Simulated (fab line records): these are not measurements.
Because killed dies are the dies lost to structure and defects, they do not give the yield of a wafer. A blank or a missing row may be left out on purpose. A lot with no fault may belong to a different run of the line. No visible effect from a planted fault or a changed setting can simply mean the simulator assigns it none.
fab line records + flow nand_harc
record:
- lots: 13
- wafers: 39
- last_day: 24
route steps=1159 shown THIN_TSV@1107 END@1159
lots that met no fault: taken from a fault-free run of the same line
start_h: start of the lot's first displayed wafer, in hours after the record's first day + wait_h: hours from the lot's prior step to this one + " identical to the entry in the row above + L1.1+2: a row that stands for several wafers + - value missing, or start not given + * or withheld: withheld + < > ~ a bound
route shown NAME@n: names a module that has steps shown in the file, with the first one's number in the route + usual: the fault-free wafers' mean and standard deviation + same: alike in all rows + chamber/n: place in a boat + sites: readings site by site + _std_site: standard deviation across them + _edge_site: outer sites' mean less inner sites' + radius_mm: for every site, how far away it sits from the centre of the wafer + mask NAME#n: copy n + behind: the last tool/chamber to shape the wafer + hold: reason for holding the lot/hours on hold/outcome of the hold + device: which transistor (n, p or np) failed to switch + end of line: the tests these same wafers got at the end of their route + for a step that has no rows: nothing shown but its recipe + killed: the dies lost at the first sort to structure and to defects; this is not the yield of the wafer + map: a wafer's dies, x killed, . not, _ none there
set.NAME: the setting that was run; set.NAME@STEP: the one run at that earlier step + model.NAME: the simulator's own value behind a step, which no gauge read
a sample of lots followed through the steps of the route, with each step as a table and each wafer as a row
services: when a tool's chamber went out of use (start_h, in hours from the record's first day, below 0 if earlier), for how many hours, and the reason
== steps ==
step: NHARC_THIN_TSV_DEP_43
recipe:
- target_thk_a: 13285
- temp_c: withheld
- pressure_torr: 6.5
- rf_w: 900
- teos_flow_sccm: 161.4
- flow_sccm: 2650
- target_thk_nm: 1328.5
- gas: O2
- material: SiO2
usual:
- rf_fwd_power_W: 898.3/2.8
- throttle_valve_pct: 16.2/0.41
| lot.wafer | tool     | chamber | start_h | wait_h | rf_fwd_power_W | throttle_valve_pct |
|-----------|----------|---------|---------|--------|----------------|--------------------|
| L986.2    | pecvd-02 | 1       | 422.52  | -      | 899.3          | 16.4               |
| L986.6    | "        | 1       | "       | "      | 893.1          | 16.7               |
| L986.4    | "        | 2       | "       | "      | 897.7          | 16.2               |
| L987.1    | pecvd-03 | 1       | 423.72  | -      | 899.0          | 16.2               |
| L987.3    | "        | 2       | "       | "      | 897.6          | 16.2               |
| L987.6    | "        | 0       | "       | "      | 894.7          | 16.1               |
| L991.2    | pecvd-02 | 0       | 453.77  | -      | 899.8          | 16.0               |
| L991.3    | "        | 1       | "       | "      | 899.2          | 16.5               |
| L991.1    | "        | 2       | "       | "      | 897.2          | 16.7               |
| L992.1    | pecvd-01 | 2       | 468.92  | -      | 898.0          | 15.9               |
| L992.6    | "        | 1       | "       | "      | 902.9          | 15.6               |
| L992.5    | "        | 2       | "       | "      | 896.1          | 15.9               |
| L994.3    | pecvd-02 | 0       | 474.83  | -      | 897.3          | 15.8               |
| L994.4    | "        | 0       | "       | "      | 896.6          | 15.6               |
| L994.6    | "        | 1       | "       | "      | 896.1          | 16.5               |
| L995.3    | pecvd-02 | 0       | 475.98  | -      | 897.0          | 16.1               |
| L995.2    | "        | 2       | "       | "      | 902.3          | 16.5               |
| L995.4    | "        | 2       | "       | "      | 900.0          | 16.7               |
| L997.3    | pecvd-02 | 2       | 483.75  | -      | 896.9          | 16.6               |
| L997.1    | "        | 1       | "       | "      | 896.6          | 16.8               |
| L997.5    | "        | 0       | "       | "      | 904.6          | 16.0               |
| L101.3    | pecvd-01 | 0       | 504.79  | -      | 901.9          | 16.5               |
| L101.4    | "        | 2       | "       | "      | 896.6          | 15.8               |
| L101.5    | "        | 0       | "       | "      | 899.4          | 16.7               |
| L102.2    | pecvd-03 | 2       | 517.57  | -      | 898.1          | 16.4               |
| L102.3    | "        | 0       | "       | "      | 897.8          | 15.6               |
| L102.1    | "        | 1       | "       | "      | 894.5          | 16.3               |
| L105.3    | pecvd-01 | 0       | 536.07  | -      | 895.6          | 16.6               |
| L105.2    | "        | 1       | "       | "      | 900.5          | 15.6               |
| L105.6    | "        | 2       | "       | "      | 899.5          | 15.8               |
| L104.2    | pecvd-01 | 2       | 544.73  | -      | 905.7          | 15.8               |
| L104.1    | "        | 1       | "       | "      | 898.2          | 15.8               |
| L104.6    | "        | 0       | "       | "      | 901.9          | 16.7               |
| L107.2    | pecvd-03 | 0       | 554.22  | -      | 894.9          | 16.3               |
| L107.3    | "        | 1       | "       | "      | 899.8          | 16.1               |
| L107.4    | "        | 2       | "       | "      | 894.5          | 16.4               |
| L109.3    | pecvd-03 | 1       | 555.44  | -      | 901.3          | 16.5               |
| L109.2    | "        | 2       | "       | "      | 896.4          | 16.7               |
| L109.6    | "        | 0       | "       | "      | 896.0          | 15.9               |
step: NHARC_THIN_TSV_ETCH_59
recipe:
- target_depth_a: 8800
- icp_w: 900
- bias_w: 100
- Cl2_flow_sccm: 60
- bcl3_flow_sccm: 30
- time_s: 138.1
- chemistry: Cl2/BCl3
usual:
- drypump_motor_current_A: 6.34/0.29
- he_backside_leak_sccm: 3.5/0.43
- oes_product_au: 1.003/0.0086
- rf_fwd_power_W: 896/3
- run_length_s: 159.4/0.48
- throttle_valve_pct: 22.264/0.0088
| lot.wafer | tool         | chamber | start_h | wait_h | drypump_motor_current_A | he_backside_leak_sccm | oes_product_au | rf_fwd_power_W | rf_hours_counter_h | run_length_s | throttle_valve_pct |
|-----------|--------------|---------|---------|--------|-------------------------|-----------------------|----------------|----------------|--------------------|--------------|--------------------|
| L986.2    | rie_metal-03 | 0       | 429.58  | 0.2    | 6.41                    | 3.9                   | 1.011          | 899            | 4.0                | 158.7        | 22.266             |
| L986.4    | "            | 1       | "       | "      | 6.20                    | 3.4                   | 1.006          | 894            | -                  | 159.8        | 22.262             |
| L986.6    | "            | 0       | "       | "      | 6.47                    | 3.6                   | 1.012          | 896            | -                  | 158.7        | 22.260             |
| L987.1    | rie_metal-01 | 1       | 431.17  | 0.1    | 6.39                    | 3.4                   | 0.999          | 903            | 2.8                | 160.7        | 22.259             |
| L987.3    | "            | 1       | "       | "      | 6.37                    | 3.6                   | 1.005          | 898            | -                  | 160.1        | 22.255             |
| L987.6    | "            | 1       | "       | "      | 6.40                    | 3.6                   | 1.004          | 897            | -                  | 160.0        | 22.281             |
| L991.2    | rie_metal-03 | 0       | 462.19  | 0.1    | 6.43                    | 3.4                   | 0.992          | 891            | 0.0                | 158.6        | 22.259             |
| L991.1    | "            | 1       | "       | "      | 6.22                    | 3.5                   | 1.005          | 894            | 0.0                | 160.1        | 22.255             |
| L991.3    | "            | 1       | "       | "      | 6.24                    | 3.7                   | 1.005          | 897            | -                  | 159.6        | 22.271             |
| L992.1    | rie_metal-02 | 1       | 475.98  | 0.1    | 5.71                    | 3.4                   | 1.000          | 901            | 2.3                | 159.5        | 22.271             |
| L992.6    | "            | 0       | "       | "      | 6.59                    | 3.3                   | 1.006          | 899            | -                  | 159.4        | 22.258             |
| L992.5    | "            | 1       | "       | "      | 5.70                    | 3.4                   | 0.992          | 899            | -                  | 159.2        | 22.271             |
| L994.3    | rie_metal-01 | 1       | 483.67  | 0.1    | 6.33                    | 3.5                   | 1.005          | 899            | -                  | 160.2        | 22.269             |
| L994.4    | "            | 0       | "       | "      | 6.69                    | 3.0                   | 1.007          | 892            | -                  | 159.8        | 22.253             |
| L994.6    | "            | 0       | "       | "      | 6.68                    | 2.9                   | 1.010          | 898            | -                  | 159.2        | 22.268             |
| L995.2    | rie_metal-02 | 1       | 484.04  | 0.1    | 5.68                    | 3.3                   | 0.984          | 892            | 2.5                | 159.0        | 22.267             |
| L995.3    | "            | 0       | "       | "      | 6.54                    | 3.1                   | 0.993          | 896            | -                  | 159.4        | 22.271             |
| L995.4    | "            | 1       | "       | "      | 5.69                    | 3.4                   | 0.989          | 898            | -                  | 159.1        | 22.248             |
| L997.1    | rie_metal-02 | 0       | 490.93  | 0.1    | 6.55                    | 3.0                   | 0.987          | 898            | 2.8                | 159.3        | 22.264             |
| L997.3    | "            | 0       | "       | "      | 6.52                    | 3.2                   | 0.996          | 900            | -                  | 159.7        | 22.269             |
| L997.5    | "            | 0       | "       | "      | 6.55                    | 3.2                   | 0.985          | 899            | -                  | 159.8        | 22.278             |
| L101.4    | rie_metal-02 | 1       | 512.05  | 0.2    | 5.68                    | 3.2                   | 0.983          | 896            | -                  | 172.9        | 22.264             |
| L101.3    | "            | 0       | "       | "      | 6.59                    | 3.2                   | 1.007          | 897            | -                  | 173.5        | 22.264             |
| L101.5    | "            | 0       | "       | "      | 6.55                    | 3.2                   | 1.002          | 897            | -                  | 173.1        | 22.276             |
| L102.2    | rie_metal-02 | 1       | 525.10  | 0.1    | 5.67                    | 3.6                   | 0.999          | 896            | 3.8                | 172.9        | 22.260             |
| L102.1    | "            | 0       | "       | "      | 6.53                    | 3.3                   | 1.008          | 900            | 3.8                | 172.8        | 22.259             |
| L102.3    | "            | 0       | "       | "      | 6.54                    | 3.1                   | 1.003          | 898            | -                  | 172.8        | 22.264             |
| L105.2    | rie_metal-03 | 0       | 552.80  | 0.1    | 6.46                    | 3.6                   | 1.006          | 898            | 2.7                | 158.8        | 22.260             |
| L105.3    | "            | 1       | "       | "      | 6.22                    | 3.7                   | 1.012          | 898            | -                  | 159.5        | 22.276             |
| L105.6    | "            | 1       | "       | "      | 6.21                    | 3.6                   | 0.993          | 895            | -                  | 160.4        | 22.274             |
| L104.1    | rie_metal-03 | 0       | 554.35  | 0.1    | 6.38                    | 3.8                   | 1.010          | 893            | 2.9                | 158.7        | 22.268             |
| L104.2    | "            | 1       | "       | "      | 6.21                    | 3.7                   | 1.005          | 895            | 2.9                | 159.5        | 22.260             |
| L104.6    | "            | 1       | "       | "      | 6.21                    | 3.5                   | 1.011          | 897            | -                  | 159.5        | 22.265             |
| L107.2    | rie_metal-01 | 0       | 562.12  | 0.1    | 6.68                    | 3.5                   | 1.014          | 894            | 1.3                | 159.0        | 22.259             |
| L107.4    | "            | 0       | "       | "      | 6.64                    | 3.4                   | 1.017          | 893            | -                  | 158.9        | 22.272             |
| L107.3    | "            | 1       | "       | "      | 6.36                    | 3.6                   | 1.001          | 896            | -                  | 160.3        | 22.266             |
| L109.2    | rie_metal-01 | 1       | 562.80  | 0.1    | 6.38                    | 3.7                   | 1.000          | 894            | 1.5                | 159.8        | 22.264             |
| L109.3    | "            | 0       | "       | "      | 6.65                    | 3.4                   | 1.012          | 894            | -                  | 159.3        | 22.245             |
| L109.6    | "            | 0       | "       | "      | 6.64                    | 3.2                   | 1.008          | 893            | -                  | 159.0        | 22.267             |
step: NHARC_THIN_TSV_STRIP_56
recipe:
- power_w: 1500
- temp_c: 250
- chemistry: O2
usual:
- drypump_motor_current_A: 5.4/0.38
- heater_power_w: 314/15
| lot.wafer | tool            | chamber | start_h | wait_h | drypump_motor_current_A | heater_power_w | rf_hours_counter_h |
|-----------|-----------------|---------|---------|--------|-------------------------|----------------|--------------------|
| L986.2    | plasma_asher-02 | 0       | 429.90  | 0.1    | 5.8                     | 331            | 20                 |
| L986.4    | "               | 0       | "       | "      | 5.9                     | 331            | -                  |
| L986.6    | "               | 0       | "       | "      | 5.9                     | 327            | -                  |
| L987.1    | plasma_asher-01 | 0       | 431.59  | 0.2    | 5.5                     | 316            | 52                 |
| L987.3    | "               | 1       | "       | "      | 4.9                     | 291            | -                  |
| L987.6    | "               | 0       | "       | "      | 5.5                     | 314            | -                  |
| L991.2    | plasma_asher-02 | 0       | 462.55  | 0.1    | 5.9                     | 324            | 32                 |
| L991.1    | "               | 1       | "       | "      | 5.0                     | 296            | 32                 |
| L991.3    | "               | 0       | "       | "      | 5.8                     | 331            | -                  |
| L992.1    | plasma_asher-02 | 0       | 478.10  | 1.9    | 5.8                     | 325            | 38                 |
| L992.5    | "               | 1       | "       | "      | 5.0                     | 301            | -                  |
| L992.6    | "               | 0       | "       | "      | 5.9                     | 334            | -                  |
| L994.3    | plasma_asher-02 | 1       | 484.05  | 0.2    | 5.1                     | 301            | -                  |
| L994.4    | "               | 0       | "       | "      | 5.9                     | 336            | -                  |
| L994.6    | "               | 0       | "       | "      | 5.9                     | 323            | -                  |
| L995.2    | plasma_asher-01 | 1       | 484.42  | 0.2    | 4.9                     | 303            | 6                  |
| L995.4    | "               | 0       | "       | "      | 5.6                     | 326            | -                  |
| L995.3    | "               | 1       | "       | "      | 4.9                     | 296            | -                  |
| L997.1    | plasma_asher-01 | 0       | 491.25  | 0.1    | 5.6                     | 311            | 8                  |
| L997.3    | "               | 0       | "       | "      | 5.6                     | 319            | -                  |
| L997.5    | "               | 1       | "       | "      | 5.0                     | 299            | -                  |
| L101.3    | plasma_asher-02 | 0       | 513.15  | 0.9    | 5.9                     | 334            | -                  |
| L101.4    | "               | 1       | "       | "      | 5.1                     | 297            | -                  |
| L101.5    | "               | 0       | "       | "      | 5.8                     | 323            | -                  |
| L102.1    | plasma_asher-02 | 1       | 525.45  | 0.1    | 5.1                     | 305            | 66                 |
| L102.2    | "               | 0       | "       | "      | 5.9                     | 337            | 66                 |
| L102.3    | "               | 0       | "       | "      | 5.8                     | 335            | -                  |
| L105.2    | plasma_asher-02 | 1       | 554.51  | 1.4    | 5.1                     | 308            | 7                  |
| L105.3    | "               | 1       | "       | "      | 5.1                     | 309            | -                  |
| L105.6    | "               | 0       | "       | "      | 5.8                     | 328            | -                  |
| L104.1    | plasma_asher-02 | 1       | 555.49  | 0.9    | 5.1                     | 302            | 8                  |
| L104.2    | "               | 0       | "       | "      | 5.8                     | 327            | 8                  |
| L104.6    | "               | 0       | "       | "      | 5.9                     | 339            | -                  |
| L107.2    | plasma_asher-02 | 1       | 563.31  | 0.9    | 5.1                     | 306            | 16                 |
| L107.3    | "               | 0       | "       | "      | 5.8                     | 332            | -                  |
| L107.4    | "               | 1       | "       | "      | 5.1                     | 305            | -                  |
| L109.2    | plasma_asher-02 | 0       | 563.59  | 0.6    | 5.8                     | 340            | 16                 |
| L109.3    | "               | 1       | "       | "      | 5.1                     | 311            | -                  |
| L109.6    | "               | 1       | "       | "      | 5.1                     | 302            | -                  |
step: NHARC_THIN_TSV_CD_MEAS_37
usual:
- cd_nm: 5000.2/1.9
| lot.wafer | tool      | chamber | start_h | wait_h | cd_nm  |
|-----------|-----------|---------|---------|--------|--------|
| L986.2    | cd_sem-01 | -       | 430.69  | -      | 4997.6 |
| L986.4    | "         | -       | "       | "      | 4997.2 |
| L986.6    | "         | -       | "       | "      | 4999.3 |
| L987.1    | cd_sem-03 | -       | 432.34  | -      | 4997.9 |
| L987.3    | "         | -       | "       | "      | 4998.5 |
| L987.6    | "         | -       | "       | "      | 4999.9 |
| L991.1    | cd_sem-01 | -       | 463.34  | -      | 5001.6 |
| L991.2    | "         | -       | "       | "      | 5000.5 |
| L991.3    | "         | -       | "       | "      | 5002.0 |
| L992.1    | cd_sem-03 | -       | 478.84  | -      | 5003.0 |
| L992.5    | "         | -       | "       | "      | 5002.8 |
| L992.6    | "         | -       | "       | "      | 5002.7 |
| L994.3    | cd_sem-03 | -       | 484.83  | -      | 4998.9 |
| L994.4    | "         | -       | "       | "      | 4998.5 |
| L994.6    | "         | -       | "       | "      | 4999.5 |
| L995.2    | cd_sem-01 | -       | 485.18  | -      | 4999.8 |
| L995.3    | "         | -       | "       | "      | 4996.8 |
| L995.4    | "         | -       | "       | "      | 5000.1 |
| L997.1    | cd_sem-02 | -       | 492.04  | -      | 4999.1 |
| L997.3    | "         | -       | "       | "      | 4997.6 |
| L997.5    | "         | -       | "       | "      | 4999.9 |
| L101.3    | cd_sem-02 | -       | 513.85  | -      | 5006.0 |
| L101.4    | "         | -       | "       | "      | 5000.7 |
| L101.5    | "         | -       | "       | "      | 5002.2 |
| L102.1    | cd_sem-03 | -       | 526.24  | -      | 5002.1 |
| L102.2    | "         | -       | "       | "      | 5001.1 |
| L102.3    | "         | -       | "       | "      | 5002.1 |
| L105.2    | cd_sem-03 | -       | 555.31  | -      | 4996.7 |
| L105.3    | "         | -       | "       | "      | 4994.6 |
| L105.6    | "         | -       | "       | "      | 4996.0 |
| L104.1    | cd_sem-02 | -       | 556.28  | -      | 5001.5 |
| L104.2    | "         | -       | "       | "      | 5001.7 |
| L104.6    | "         | -       | "       | "      | 5003.2 |
| L107.2    | cd_sem-02 | -       | 564.05  | -      | 4998.3 |
| L107.3    | "         | -       | "       | "      | 4998.1 |
| L107.4    | "         | -       | "       | "      | 4998.5 |
| L109.2    | cd_sem-03 | -       | 564.34  | -      | 4998.5 |
| L109.3    | "         | -       | "       | "      | 4996.7 |
| L109.6    | "         | -       | "       | "      | 4997.2 |
step: NHARC_END_SORT_01
recipe:
- temp_c: 25
usual:
- killed_at_array: 29/11
- killed_at_other: 0.6/0.92
- killed_at_periphery: 3.2/2
- killed_dies: 33/11
- killed_open: 3.2/2
- killed_short: 1.9/1.5
same:
- gross_dies: 677
| lot.wafer | tool      | chamber | start_h | wait_h | killed_at_array | killed_at_other | killed_at_periphery | killed_dies | killed_open | killed_short |
|-----------|-----------|---------|---------|--------|-----------------|-----------------|---------------------|-------------|-------------|--------------|
| L101.4    | prober-02 | 0       | 521.84  | 3.4    | 51              | 0               | 4                   | 55          | 5           | 3            |
| L101.5    | prober-02 | 0       | 522.63  | 3.7    | 60              | 0               | 4                   | 64          | 5           | 4            |
killed by level:class
L101.4 A_CHANNEL_HOLE_D1:chamber_film_flake=19 A_STAIRCASE:area_trim=11 A_SLIT:chamber_film_flake=8 A_CONTACT:chamber_film_flake=5 A_BLC:geometric_particle:open=2 A_M0:geometric_particle:short=2 A_CHANNEL_FILL_D1:chamber_film_flake=2 P_CONTACT:geometric_particle:short=1
L101.5 A_CHANNEL_HOLE_D1:chamber_film_flake=23 A_SLIT:chamber_film_flake=12 A_STAIRCASE:area_trim=11 A_CONTACT:chamber_film_flake=3 A_CONTACT:geometric_particle:short=2 A_BLC:geometric_particle:open=2 P_STI:chamber_film_flake=2 A_STAIRCASE:chamber_film_flake=2
== services ==
| tool            | chamber | start_h | hours | kind       |
|-----------------|---------|---------|-------|------------|
| pecvd-03        | -       | 406.40  | 0.5   | repair     |
| pecvd-01        | -       | 418.26  | 13.0  | pm         |
| pecvd-01        | 0       | 418.26  | 13.0  | vent_cycle |
| rie_metal-03    | -       | 453.00  | 9.0   | pm         |
| plasma_asher-01 | -       | 453.07  | 9.0   | pm         |
| pecvd-02        | -       | 463.62  | 0.9   | repair     |
| rie_metal-01    | -       | 466.55  | 1.1   | repair     |
| plasma_asher-02 | -       | 468.51  | 1.5   | repair     |
| pecvd-03        | -       | 473.36  | 13.0  | pm         |
| plasma_asher-01 | -       | 474.62  | 4.3   | repair     |
| pecvd-03        | 0       | 493.93  | 5.8   | repair     |
| rie_metal-01    | -       | 509.00  | 9.0   | pm         |
| pecvd-02        | -       | 515.32  | 13.0  | pm         |
| pecvd-02        | 0       | 515.32  | 13.0  | vent_cycle |
| pecvd-02        | 1       | 515.32  | 13.0  | vent_cycle |
| pecvd-02        | 2       | 515.32  | 13.0  | vent_cycle |
| pecvd-02        | 0       | 528.32  | -     | clean      |
| pecvd-02        | 1       | 528.32  | -     | clean      |
| pecvd-02        | 2       | 528.32  | -     | clean      |
| plasma_asher-02 | -       | 537.61  | 9.0   | pm         |
| plasma_asher-02 | 0       | 537.61  | 9.0   | vent_cycle |
| plasma_asher-02 | 1       | 537.61  | 9.0   | vent_cycle |
| plasma_asher-02 | 0       | 546.61  | -     | clean      |
| plasma_asher-02 | 1       | 546.61  | -     | clean      |
== key ==
first_sign:
- step: NHARC_THIN_TSV_ETCH_59
- reading: run_length_s
- direction: up
- sigmas: 28
- usual: *
- struck: *
effect none on later readings
met_at NHARC_THIN_TSV_ETCH_59
struck_lots L101,L102
tester_left_out L101
not_acting_at NHARC_THIN_TSV_DEP_43,NHARC_THIN_TSV_STRIP_56,NHARC_THIN_TSV_CD_MEAS_37
onset_between 490.93 512.05
earlier_fault:
- kind: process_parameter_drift
- tool: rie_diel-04
- chamber: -
- onset_h: 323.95
- steps: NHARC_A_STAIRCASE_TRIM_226
- channel: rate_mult
- offset: 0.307
- shape: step
fault:
- kind: process_parameter_drift
- tool: rie_metal-02
- chamber: -
- onset_h: 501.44
- steps: NHARC_THIN_TSV_ETCH_59
- channel: time_s
- offset: *
- shape: step
- acts_in: *
- stated: *
tester_left_out: of these lots the tester's yield and bins aren't shown, on N5 and GAA mostly nor the transistor test; their killed dies are dies lost to structure and defects alone, not to doping, threshold or leakage, so they don't give the yield
